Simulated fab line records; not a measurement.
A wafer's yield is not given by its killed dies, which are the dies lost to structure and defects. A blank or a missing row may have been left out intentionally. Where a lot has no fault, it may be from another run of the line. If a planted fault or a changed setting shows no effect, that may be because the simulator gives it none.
fab line records ; flow n5_finfet
record: lots: 5; wafers: 15; last_day: 17
route steps=1938 shown PASSIVATION@1917 END@1938
lots that met no fault: from a run of the same line without faults
start_h: hours from the record's opening day to when the first of the lot's shown wafers began ; wait_h: time in hours since the lot's previous step ; " identical to the entry in the row above ; L1.1+2: a row that stands for several wafers ; - no value present, or no start provided ; * or withheld: withheld ; < > ~ a bound
route shown NAME@n: names a module that has steps shown in the file, with the first one's number in the route ; usual: mean/standard deviation taken from wafers without a fault ; same: alike in all rows ; chamber/n: place in a boat ; sites: readings site by site ; _std_site: standard deviation across them ; _edge_site: outer sites' mean less inner sites' ; radius_mm: how far each site lies from the wafer's centre ; mask NAME#n: copy n ; behind: the last tool/chamber to shape the wafer ; hold: the reason the lot was held/the length of the hold in hours/how it ended ; device: names the non-switching transistor (n, p or np) ; end of line: at the end of the route, the tests of the same wafers ; where a step has no rows: the recipe by itself ; killed: not the wafer's yield, but the dies lost to structure and defects at the first sort ; map: per-die view of a wafer (x killed, . not killed, _ where there is no die)
set.NAME: the run value of the setting; set.NAME@STEP: its run value at that earlier step ; model.NAME: the simulator's own value behind a step, which no gauge read
certain route steps with their lots: each step a table, each wafer a row
services: from which hour (start_h, from the record's first day; less than 0 if before it) a tool's chamber was out of use, for how many hours, and why
== steps ==
step: N5_PASSIVATION_HMDS_37
recipe: time_s: 60; temp_c: 120
usual: heater_power_total_W: 196.9/2.2
lot.wafer;tool;chamber;start_h;wait_h;heater_power_total_W
L078.1;litho_track-02;0;314.16;0.1;197.7
L078.3;litho_track-02;0;314.16;0.1;196.8
L078.4;litho_track-02;0;314.16;0.1;199.7
L080.1;litho_track-02;0;319.69;0.1;198.7
L080.2;litho_track-02;0;319.69;0.1;198.9
L080.3;litho_track-02;0;319.69;0.1;196.8
L084.1;litho_track-03;0;372.52;0.1;193.9
L084.2;litho_track-03;0;372.52;0.1;198.4
L084.6;litho_track-03;0;372.52;0.1;197.7
L087.2;litho_track-04;0;376.03;0.1;194.3
L087.3;litho_track-04;0;376.03;0.1;199.2
L087.5;litho_track-04;0;376.03;0.1;196.6
L088.1;litho_track-02;0;397.75;0.1;194.2
L088.4;litho_track-02;0;397.75;0.1;193.9
L088.5;litho_track-02;0;397.75;0.1;198.7
step: N5_PASSIVATION_COAT_38
recipe: spin_rpm: 3000; resist_thk_nm: withheld
usual: spin_speed_rpm: 2999.7/2.2
lot.wafer;tool;chamber;start_h;wait_h;spin_speed_rpm
L078.1;litho_track-02;0;-;-;2999.5
L078.3;litho_track-02;0;-;-;3001.8
L078.4;litho_track-02;0;-;-;2999.8
L080.1;litho_track-02;0;-;-;3001.0
L080.2;litho_track-02;0;-;-;3000.4
L080.3;litho_track-02;0;-;-;3000.9
L084.1;litho_track-03;0;-;-;2998.1
L084.2;litho_track-03;0;-;-;2999.1
L084.6;litho_track-03;0;-;-;2998.4
L087.2;litho_track-04;0;-;-;3002.2
L087.3;litho_track-04;0;-;-;2999.4
L087.5;litho_track-04;0;-;-;3000.7
L088.1;litho_track-02;0;-;-;3000.7
L088.4;litho_track-02;0;-;-;2999.4
L088.5;litho_track-02;0;-;-;2999.5
step: N5_PASSIVATION_EBR_40
recipe: solvent: PGMEA; ebr_width_mm: 1.5
lot.wafer;tool;chamber;start_h;wait_h
L078.1+3+4;litho_track-02;0;-;-
L080.1+2+3;litho_track-02;0;-;-
L084.1+2+6;litho_track-03;0;-;-
L087.2+3+5;litho_track-04;0;-;-
L088.1+4+5;litho_track-02;0;-;-
step: N5_PASSIVATION_SOFTBAKE_39
recipe: temp_c: 110; time_s: 120
usual: heater_power_total_W: 118.4/0.9
lot.wafer;tool;chamber;start_h;wait_h;heater_power_total_W
L078.1;litho_track-02;0;-;-;117.4
L078.3;litho_track-02;0;-;-;118.2
L078.4;litho_track-02;0;-;-;118.7
L080.1;litho_track-02;0;-;-;120.1
L080.2;litho_track-02;0;-;-;117.8
L080.3;litho_track-02;0;-;-;119.1
L084.1;litho_track-03;0;-;-;119.4
L084.2;litho_track-03;0;-;-;117.5
L084.6;litho_track-03;0;-;-;117.2
L087.2;litho_track-04;0;-;-;117.9
L087.3;litho_track-04;0;-;-;117.7
L087.5;litho_track-04;0;-;-;117.5
L088.1;litho_track-02;0;-;-;119.8
L088.4;litho_track-02;0;-;-;117.5
L088.5;litho_track-02;0;-;-;119.0
step: N5_PASSIVATION_EXPOSE_41
recipe: mask_id: PASS_OPEN; na: 0.55; defocus_nm: 0; source_shape: conventional; sigma_outer: 0.8; polarization: unpolarized; target_cd_nm: 40000; dose_mj: 57.25
usual: focus_offset_nm: 0.1/0.52
lot.wafer;tool;chamber;start_h;wait_h;mask;focus_offset_nm
L078.1;krf_scanner-02;0;314.40;-;PASS_OPEN#0;-0.2
L078.3;krf_scanner-02;0;314.40;-;PASS_OPEN#0;0.6
L078.4;krf_scanner-02;0;314.40;-;PASS_OPEN#0;0.3
L080.1;krf_scanner-02;0;319.93;-;PASS_OPEN#0;0.2
L080.2;krf_scanner-02;0;319.93;-;PASS_OPEN#0;-0.7
L080.3;krf_scanner-02;0;319.93;-;PASS_OPEN#0;-0.2
L084.1;krf_scanner-01;0;372.76;-;PASS_OPEN#0;-0.1
L084.2;krf_scanner-01;0;372.76;-;PASS_OPEN#0;-0.4
L084.6;krf_scanner-01;0;372.76;-;PASS_OPEN#0;-0.2
L087.2;krf_scanner-02;0;376.28;-;PASS_OPEN#0;-0.8
L087.3;krf_scanner-02;0;376.28;-;PASS_OPEN#0;-0.2
L087.5;krf_scanner-02;0;376.28;-;PASS_OPEN#0;-0.1
L088.1;krf_scanner-01;0;397.86;-;PASS_OPEN#0;0.1
L088.4;krf_scanner-01;0;397.86;-;PASS_OPEN#0;0.4
L088.5;krf_scanner-01;0;397.86;-;PASS_OPEN#0;0.3
step: N5_PASSIVATION_PEB_42
recipe: peb_temp_c: withheld; peb_time_s: *
lot.wafer;tool;chamber;start_h;wait_h
L078.1+3+4;litho_track-02;0;314.46;0.1
L080.1+2+3;litho_track-03;0;319.99;0.1
L084.1+2+6;litho_track-03;0;372.82;0.1
L087.2+3+5;litho_track-02;0;376.33;0.0
L088.1+4+5;litho_track-04;0;397.92;0.1
step: N5_PASSIVATION_DEVELOP_43
recipe: develop_time_s: 60; rinse_liquid: diw; dry: air_spin; dev_temp_c: 21
lot.wafer;tool;chamber;start_h;wait_h
L078.1+3+4;litho_track-02;0;-;-
L080.1+2+3;litho_track-03;0;-;-
L084.1+2+6;litho_track-03;0;-;-
L087.2+3+5;litho_track-02;0;-;-
L088.1+4+5;litho_track-04;0;-;-
step: N5_PASSIVATION_HARDBAKE_45
recipe: temp_c: 130; time_s: 120
usual: heater_power_total_W: 148.0/0.94
lot.wafer;tool;chamber;start_h;wait_h;heater_power_total_W
L078.1;litho_track-02;0;-;-;148.0
L078.3;litho_track-02;0;-;-;147.4
L078.4;litho_track-02;0;-;-;148.7
L080.1;litho_track-03;0;-;-;149.2
L080.2;litho_track-03;0;-;-;147.4
L080.3;litho_track-03;0;-;-;148.0
L084.1;litho_track-03;0;-;-;149.0
L084.2;litho_track-03;0;-;-;148.2
L084.6;litho_track-03;0;-;-;149.1
L087.2;litho_track-02;0;-;-;149.1
L087.3;litho_track-02;0;-;-;149.1
L087.5;litho_track-02;0;-;-;149.0
L088.1;litho_track-04;0;-;-;149.1
L088.4;litho_track-04;0;-;-;147.1
L088.5;litho_track-04;0;-;-;148.6
step: N5_PASSIVATION_CD_MEAS_44
recipe: target_cd_nm: 40000; landing_energy_ev: 500; detector: se_inlens
usual: cd_nm: 39999/2.9
lot.wafer;tool;chamber;start_h;wait_h;cd_nm
L078.1;cd_sem-01;0;314.58;-;39997
L078.3;cd_sem-01;0;314.58;-;39999
L078.4;cd_sem-01;0;314.58;-;40002
L080.1;cd_sem-01;0;320.11;-;39998
L080.2;cd_sem-01;0;320.11;-;40000
L080.3;cd_sem-01;0;320.11;-;39998
L084.1;cd_sem-02;0;372.94;-;39998
L084.2;cd_sem-02;0;372.94;-;39994
L084.6;cd_sem-02;0;372.94;-;39990
L087.2;cd_sem-03;0;376.45;-;39997
L087.3;cd_sem-03;0;376.45;-;39997
L087.5;cd_sem-03;0;376.45;-;39998
L088.1;cd_sem-01;0;398.04;-;39996
L088.4;cd_sem-01;0;398.04;-;39999
L088.5;cd_sem-01;0;398.04;-;39998
step: N5_PASSIVATION_OVL_MEAS_66
recipe: points_per_wafer: 44
usual: PASS_OPEN_OVL: -1/4.8
same: points_per_wafer: 44
lot.wafer;tool;chamber;start_h;wait_h;PASS_OPEN_OVL[nm]
L078.1;overlay-01;0;314.61;0.0;0
L078.3;overlay-01;0;314.61;0.0;-6
L078.4;overlay-01;0;314.61;0.0;2
L080.1;overlay-01;0;320.14;0.0;1
L080.2;overlay-01;0;320.14;0.0;0
L080.3;overlay-01;0;320.14;0.0;3
L084.1;overlay-01;0;372.97;0.0;-2
L084.2;overlay-01;0;372.97;0.0;-4
L084.6;overlay-01;0;372.97;0.0;-2
L087.2;overlay-01;0;376.49;0.0;-3
L087.3;overlay-01;0;376.49;0.0;-5
L087.5;overlay-01;0;376.49;0.0;-1
L088.1;overlay-01;0;398.07;0.0;-5
L088.4;overlay-01;0;398.07;0.0;4
L088.5;overlay-01;0;398.07;0.0;-4
step: N5_PASSIVATION_INSPECT_67
recipe: mode: adi; inspect_instrument: macro
usual: raw_defect_count: 2.1/1.4
lot.wafer;tool;chamber;start_h;wait_h;raw_defect_count
L078.1;defect_inspect-02;-;314.63;0.0;2
L078.3;defect_inspect-02;-;314.63;0.0;2
L078.4;defect_inspect-02;-;314.63;0.0;5
L080.1;defect_inspect-02;-;320.16;0.0;2
L080.2;defect_inspect-02;-;320.16;0.0;5
L080.3;defect_inspect-02;-;320.16;0.0;0
L084.1;defect_inspect-02;-;373.00;0.0;4
L084.2;defect_inspect-02;-;373.00;0.0;2
L084.6;defect_inspect-02;-;373.00;0.0;1
L087.2;defect_inspect-02;-;376.51;0.0;0
L087.3;defect_inspect-02;-;376.51;0.0;1
L087.5;defect_inspect-02;-;376.51;0.0;3
L088.1;defect_inspect-02;-;398.10;0.0;1
L088.4;defect_inspect-02;-;398.10;0.0;2
L088.5;defect_inspect-02;-;398.10;0.0;1
step: N5_PASSIVATION_DESCUM_46
recipe: chemistry: O2; time_s: 7.9; source_power_w: 50; bias_power_w: 20; pressure_mtorr: 20; rf_frequency_hz: 2.712e+07; temp_c: 40; o2_flow_sccm: 225
usual: drypump_motor_current_A: 5.6/0.49; oes_product_au: 0.84/0.095; rf_vpp_V: 243.2/1.4; showerhead_plenum_p_Torr: 2.10/0.077; throttle_valve_pct: 20.45/0.19
lot.wafer;tool;chamber;start_h;wait_h;drypump_motor_current_A;oes_product_au;rf_hours_counter_h;rf_vpp_V;showerhead_plenum_p_Torr;throttle_valve_pct
L078.1;rie_diel-05;2;314.67;0.0;6.1;0.69;245;243.8;2.15;20.79
L078.3;rie_diel-05;0;314.67;0.0;4.9;0.98;5;244.8;2.14;20.39
L078.4;rie_diel-05;1;314.67;0.0;5.0;0.79;106;243.4;2.11;20.53
L080.1;rie_diel-04;0;320.64;0.5;5.8;0.74;168;242.4;2.00;20.29
L080.2;rie_diel-04;2;320.64;0.5;6.0;0.91;25;242.8;2.13;20.29
L080.3;rie_diel-04;1;320.64;0.5;5.7;0.75;169;241.6;2.01;20.42
L084.1;rie_diel-01;2;373.03;0.0;6.0;0.90;39;242.2;2.03;20.34
L084.2;rie_diel-01;1;373.03;0.0;5.9;1.00;2;245.0;2.25;20.18
L084.6;rie_diel-01;1;373.03;0.0;5.9;1.00;-;246.0;2.25;20.15
L087.2;rie_diel-05;1;376.54;0.0;5.0;0.77;131;243.0;2.10;20.57
L087.3;rie_diel-05;0;376.54;0.0;4.9;0.92;29;243.8;2.13;20.44
L087.5;rie_diel-05;0;376.54;0.0;4.9;0.92;-;244.9;2.13;20.45
L088.1;rie_diel-04;1;398.18;0.1;5.7;0.73;197;242.3;2.00;20.44
L088.4;rie_diel-04;3;398.18;0.1;6.7;0.80;142;245.6;2.19;20.41
L088.5;rie_diel-04;0;398.18;0.1;5.8;0.72;-;243.2;1.99;20.34
step: N5_PASSIVATION_PASS_ETCH_47
recipe: chemistry: CF4/O2; target: SiNx; target_depth_a: 7700; time_s: 385; ion_energy_ev: 100; pressure_mtorr: 40; source_w: 535; bias_w: 49; Ar_flow_sccm: 100; cf4_flow_sccm: 100; O2_flow_sccm: 10
usual: O2_flow_sccm: 10.00/0.03; drypump_motor_current_A: 5.6/0.49; oes_ar_750_au: 0.84/0.092; oes_product_au: 0.84/0.093; rf_vpp_V: 240.0/2.8; showerhead_plenum_p_Torr: 2.21/0.075; throttle_valve_pct: 15.88/0.18
lot.wafer;tool;chamber;start_h;wait_h;O2_flow_sccm;drypump_motor_current_A;oes_ar_750_au;oes_product_au;rf_hours_counter_h;rf_vpp_V;showerhead_plenum_p_Torr;throttle_valve_pct
L078.1;rie_diel-05;2;314.70;0.0;10.04;6.2;0.70;0.70;245;242.5;2.26;16.22
L078.3;rie_diel-05;0;314.70;0.0;10.02;4.9;0.98;0.99;5;239.6;2.25;15.84
L078.4;rie_diel-05;1;314.70;0.0;10.03;5.0;0.80;0.80;106;241.5;2.22;15.94
L080.1;rie_diel-04;0;320.68;0.0;9.96;5.8;0.73;0.73;168;240.6;2.11;15.79
L080.2;rie_diel-04;2;320.68;0.0;10.00;6.0;0.91;0.90;25;236.5;2.24;15.71
L080.3;rie_diel-04;1;320.68;0.0;10.03;5.7;0.77;0.75;169;235.1;2.12;15.88
L084.1;rie_diel-01;2;373.07;0.0;9.97;6.1;0.89;0.89;39;235.3;2.16;15.87
L084.2;rie_diel-01;1;373.07;0.0;9.99;5.9;0.97;0.98;2;242.3;2.35;15.51
L084.6;rie_diel-01;1;373.07;0.0;9.99;5.9;0.97;0.98;-;242.9;2.35;15.49
L087.2;rie_diel-05;1;376.58;0.0;10.03;5.0;0.77;0.78;131;238.4;2.21;15.99
L087.3;rie_diel-05;0;376.58;0.0;10.02;4.9;0.92;0.93;29;239.3;2.24;15.87
L087.5;rie_diel-05;0;376.58;0.0;10.06;5.0;0.92;0.92;-;237.2;2.24;15.90
L088.1;rie_diel-04;1;398.22;0.0;10.01;5.7;0.74;0.73;197;234.4;2.11;15.93
L088.4;rie_diel-04;3;398.22;0.0;9.97;6.7;0.78;0.79;142;242.1;2.30;15.83
L088.5;rie_diel-04;0;398.22;0.0;10.00;5.8;0.70;0.70;-;239.1;2.10;15.84
step: N5_PASSIVATION_ETCH_54
recipe: chemistry: CHF3/O2; target: SiO2; target_depth_a: 8800; CHF3_flow_sccm: 50; O2_flow_sccm: 5; Ar_flow_sccm: 200; time_s: 440; mask_material: PR; pressure_mtorr: 30; source_w: 650; bias_w: 170; ion_energy_ev: 200
usual: O2_flow_sccm: 5.001/0.015; drypump_motor_current_A: 5.6/0.49; oes_ar_750_au: 0.84/0.092; oes_product_au: 0.84/0.093; rf_vpp_V: 522/5.9; showerhead_plenum_p_Torr: 2.41/0.083; throttle_valve_pct: 18.82/0.18
lot.wafer;tool;chamber;start_h;wait_h;O2_flow_sccm;drypump_motor_current_A;oes_ar_750_au;oes_product_au;rf_hours_counter_h;rf_vpp_V;showerhead_plenum_p_Torr;throttle_valve_pct
L078.1;rie_diel-05;2;314.93;0.1;4.995;6.1;0.70;0.70;246;528;2.47;19.12
L078.3;rie_diel-05;0;314.93;0.1;5.015;4.9;0.98;0.98;6;523;2.46;18.84
L078.4;rie_diel-05;1;314.93;0.1;4.978;5.0;0.80;0.79;107;522;2.43;18.87
L080.1;rie_diel-04;0;320.90;0.1;4.998;5.8;0.72;0.73;169;522;2.31;18.71
L080.2;rie_diel-04;2;320.90;0.1;4.983;6.0;0.91;0.91;25;517;2.45;18.66
L080.3;rie_diel-04;1;320.90;0.1;5.001;5.7;0.76;0.75;169;513;2.32;18.83
L084.1;rie_diel-01;2;373.30;0.1;4.998;6.0;0.90;0.90;39;511;2.36;18.78
L084.2;rie_diel-01;1;373.30;0.1;5.010;5.9;0.98;0.98;2;528;2.56;18.46
L084.6;rie_diel-01;1;373.30;0.1;5.003;5.9;0.97;0.98;-;527;2.56;18.44
L087.2;rie_diel-05;1;376.81;0.1;4.965;5.0;0.78;0.77;131;522;2.42;18.93
L087.3;rie_diel-05;0;376.81;0.1;5.014;4.9;0.92;0.92;29;523;2.46;18.88
L087.5;rie_diel-05;0;376.81;0.1;4.994;4.9;0.92;0.91;-;522;2.46;18.88
L088.1;rie_diel-04;1;398.45;0.1;4.991;5.7;0.74;0.74;197;513;2.31;18.86
L088.4;rie_diel-04;3;398.45;0.1;5.011;6.7;0.79;0.77;142;524;2.52;18.78
L088.5;rie_diel-04;0;398.45;0.1;5.013;5.8;0.70;0.71;-;521;2.30;18.75
step: N5_PASSIVATION_STRIP_48
recipe: chemistry: O2; power_w: 600; temp_c: 60; pressure_mtorr: 30; rf_frequency_hz: 6e+07; bias_power_w: 0; overash_fraction: 0.5; o2_flow_sccm: 225
usual: drypump_motor_current_A: 5.6/0.49; oes_product_au: 0.84/0.095; rf_vpp_V: 3.8/3; showerhead_plenum_p_Torr: 2.10/0.076; throttle_valve_pct: 16.67/0.19
lot.wafer;tool;chamber;start_h;wait_h;drypump_motor_current_A;oes_product_au;rf_hours_counter_h;rf_vpp_V;showerhead_plenum_p_Torr;throttle_valve_pct
L078.1;rie_diel-05;2;315.22;0.1;6.1;0.68;246;1.6;2.16;17.03
L078.3;rie_diel-05;0;315.22;0.1;4.9;1.01;6;6.5;2.14;16.64
L078.4;rie_diel-05;1;315.22;0.1;5.0;0.82;107;1.2;2.11;16.79
L080.1;rie_diel-04;0;321.19;0.1;5.7;0.71;169;12.4;2.00;16.69
L080.2;rie_diel-04;2;321.19;0.1;6.0;0.90;25;3.3;2.13;16.50
L080.3;rie_diel-04;1;321.19;0.1;5.7;0.76;169;7.3;2.01;16.65
L084.1;rie_diel-01;2;373.58;0.1;6.1;0.89;39;4.3;2.03;16.65
L084.2;rie_diel-01;1;373.58;0.1;5.9;1.00;3;2.6;2.25;16.30
L084.6;rie_diel-01;1;373.58;0.1;5.9;1.01;-;1.6;2.25;16.41
L087.2;rie_diel-05;1;377.10;0.1;5.0;0.77;132;4.9;2.10;16.82
L087.3;rie_diel-05;0;377.10;0.1;4.9;0.93;30;3.3;2.13;16.66
L087.5;rie_diel-05;0;377.10;0.1;4.9;0.89;-;14.9;2.13;16.75
L088.1;rie_diel-04;1;398.74;0.1;5.7;0.73;198;5.9;2.00;16.66
L088.4;rie_diel-04;3;398.74;0.1;6.7;0.80;142;1.6;2.20;16.65
L088.5;rie_diel-04;0;398.74;0.1;5.8;0.71;-;4.7;1.99;16.55
step: N5_PASSIVATION_STRIP_52
recipe: chemistry: post_etch_residue_remover; time_s: 1200; temp_c: 72.5
lot.wafer;tool;chamber;start_h;wait_h
L078.1+3+4;wet_bench-04;3,5,0;315.29;-
L080.1+2+3;wet_bench-04;3,5,1;321.38;-
L084.1+2+6;wet_bench-05;4,6,3;373.65;-
L087.2+3+5;wet_bench-04;5,6,0;377.16;-
L088.1+4+5;wet_bench-05;2,5,1;398.80;-
step: N5_PASSIVATION_CLEAN_71
recipe: chemistry: IPA; time_s: 180; temp_c: 25
lot.wafer;tool;chamber;start_h;wait_h
L078.1+3+4;wet_bench-04;3,5,0;315.62;0.0
L080.1+2+3;wet_bench-04;3,5,1;321.71;0.0
L084.1+2+6;wet_bench-05;4,6,3;373.99;0.0
L087.2+3+5;wet_bench-04;5,6,0;377.50;0.0
L088.1+4+5;wet_bench-05;2,5,1;399.17;0.0
step: N5_PASSIVATION_SRD_72
recipe: dry: ipa_marangoni; time_s: 30; temp_c: 23; rinse_liquid: diw
lot.wafer;tool;chamber;start_h;wait_h
L078.1+3+4;wet_bench-04;3,5,0;315.67;0.0
L080.1+2+3;wet_bench-04;3,5,1;321.76;0.0
L084.1+2+6;wet_bench-05;4,6,3;374.04;0.0
L087.2+3+5;wet_bench-04;5,6,0;377.55;0.0
L088.1+4+5;wet_bench-05;2,5,1;399.22;0.0
step: N5_PASSIVATION_ANNEAL_56
recipe: temp_c: 400; time_s: 1800; ambient: FGA; idle_temp_c: 300; ramp_up_c_per_min: 5; ramp_down_c_per_min: 3
usual: spike_tc_lower_C: 399.2/1.3
lot.wafer;tool;chamber;start_h;wait_h;spike_tc_lower_C
L078.1;furnace-03;0;315.71;0.0;396.7
L078.3;furnace-03;0;315.71;0.0;398.2
L078.4;furnace-03;0;315.71;0.0;398.2
L080.1;furnace-02;0;321.81;0.0;399.1
L080.2;furnace-02;0;321.81;0.0;399.5
L080.3;furnace-02;0;321.81;0.0;400.2
L084.1;furnace-03;0;374.08;0.0;397.3
L084.2;furnace-03;0;374.08;0.0;398.9
L084.6;furnace-03;0;374.08;0.0;398.4
L087.2;furnace-01;0;377.59;0.0;400.2
L087.3;furnace-01;0;377.59;0.0;400.6
L087.5;furnace-01;0;377.59;0.0;400.4
L088.1;furnace-02;0;399.27;0.0;397.9
L088.4;furnace-02;0;399.27;0.0;400.0
L088.5;furnace-02;0;399.27;0.0;397.2
step: N5_PASSIVATION_PROBE_49
usual: defect_limited_yield: 91.2/1.4; killed_at_M0_to_M3: 34/9.7; killed_at_M4_up: 14/5.2; killed_at_contacts: 13/6.7; killed_at_front_end: 39/11; killed_at_other: 3.6/2.6; killed_dies: 104/17; killed_open: 69/12; killed_short: 34/8.2; sort_bin_5_function: 5.3/0.89; sort_bin_6_memory: 3.2/0.69; sort_n_pass: 1076/17; sort_yield_pct: 91.2/1.4
same: gross_dies: 1180; killed_at_back_side: 0; sort_bin_4_leakage[%]: 0; sort_bin_8_speed[%]: 0
lot.wafer;tool;chamber;start_h;wait_h;defect_limited_yield[%];killed_at_M0_to_M3;killed_at_M4_up;killed_at_contacts;killed_at_front_end;killed_at_other;killed_dies;killed_open;killed_short;sort_bin_5_function[%];sort_bin_6_memory[%];sort_n_pass;sort_yield_pct[%]
L084.1;prober-02;-;376.09;0.0;91.9;37;8;17;26;8;96;63;29;5.4;2.6;1084;91.9
L084.2;prober-02;-;376.14;0.1;94.3;23;12;4;27;1;67;42;22;4.0;1.4;1113;94.3
L084.6;prober-02;-;376.34;0.3;91.5;52;9;5;32;2;100;64;35;4.9;3.1;1080;91.5
killed by level:class
L084.1 MOL_CONTACT_COAG:geometric_particle:open=15 BEOL_M0_SAQP:geometric_particle:short=13 BEOL_M0_SAQP:geometric_particle:open=12 STI_FIN_REVEAL:geometric_particle:open=8 BEOL_M3:geometric_particle:open=4 BEOL_M4:geometric_particle:open=4 STARTING-WAFER:geometric_particle:open=4 FIN_SAQP:geometric_particle:open=3
L084.2 BEOL_M1:geometric_particle:open=8 STI_FIN_REVEAL:geometric_particle:open=7 BEOL_M0_SAQP:geometric_particle:open=4 BEOL_M0_SAQP:geometric_particle:short=4 STARTING-WAFER:geometric_particle:open=4 FIN_SAQP:geometric_particle:short=3 ILD0:geometric_particle:short=3 GATE_CUT:geometric_particle:short=3
L084.6 BEOL_M0_SAQP:geometric_particle:short=13 ILD0:geometric_particle:open=7 BEOL_M0:geometric_particle:open=7 BEOL_M0_SAQP:geometric_particle:open=7 BEOL_M1:geometric_particle:open=7 BEOL_M2:geometric_particle:short=7 STI_FIN_REVEAL:geometric_particle:open=5 DUMMY_GATE:geometric_particle:open=5
step: N5_PASSIVATION_INSPECT_57
recipe: inspect_instrument: macro; mode: outgoing
usual: raw_defect_count: 1.9/1.2
lot.wafer;tool;chamber;start_h;wait_h;raw_defect_count
L078.1;defect_inspect-01;-;318.08;0.0;4
L078.3;defect_inspect-01;-;318.08;0.0;4
L078.4;defect_inspect-01;-;318.08;0.0;4
L080.1;defect_inspect-02;-;324.15;0.0;1
L080.2;defect_inspect-02;-;324.15;0.0;3
L080.3;defect_inspect-02;-;324.15;0.0;2
L084.1;defect_inspect-02;-;376.45;0.0;4
L084.2;defect_inspect-02;-;376.45;0.0;5
L084.6;defect_inspect-02;-;376.45;0.0;3
L087.2;defect_inspect-02;-;379.94;0.0;2
L087.3;defect_inspect-02;-;379.94;0.0;1
L087.5;defect_inspect-02;-;379.94;0.0;1
L088.1;defect_inspect-02;-;401.62;0.0;1
L088.4;defect_inspect-02;-;401.62;0.0;0
L088.5;defect_inspect-02;-;401.62;0.0;1
== services ==
tool;chamber;start_h;hours;kind
furnace-03;-;319.37;2.8;repair
rie_diel-05;2;328.23;-;clean
rie_diel-05;2;328.23;-;consumable_replace:focus_ring
rie_diel-05;2;328.23;30.7;scheduled_down
rie_diel-05;2;328.23;30.7;vent_cycle
krf_scanner-02;-;333.67;4.0;pm
krf_scanner-02;-;341.27;1.9;repair
rie_diel-01;1;344.07;-;clean
rie_diel-01;1;344.07;-;consumable_replace:focus_ring
rie_diel-01;1;344.07;-;consumable_replace:showerhead
rie_diel-01;1;344.07;20.9;scheduled_down
krf_scanner-01;-;357.99;0.2;repair
krf_scanner-01;-;358.69;2.4;repair
rie_diel-05;3;362.79;-;clean
rie_diel-05;3;362.79;-;consumable_replace:focus_ring
rie_diel-05;3;362.79;-;consumable_replace:showerhead
rie_diel-05;3;362.79;22.0;scheduled_down
rie_diel-05;3;362.79;22.0;vent_cycle
rie_diel-04;2;363.48;6.0;repair
krf_scanner-02;-;371.32;3.6;pm
wet_bench-04;-;374.43;1.9;pm
krf_scanner-01;-;378.59;1.0;pm
furnace-03;-;394.82;1.4;repair
krf_scanner-02;-;396.31;1.0;pm
== key ==
fault none
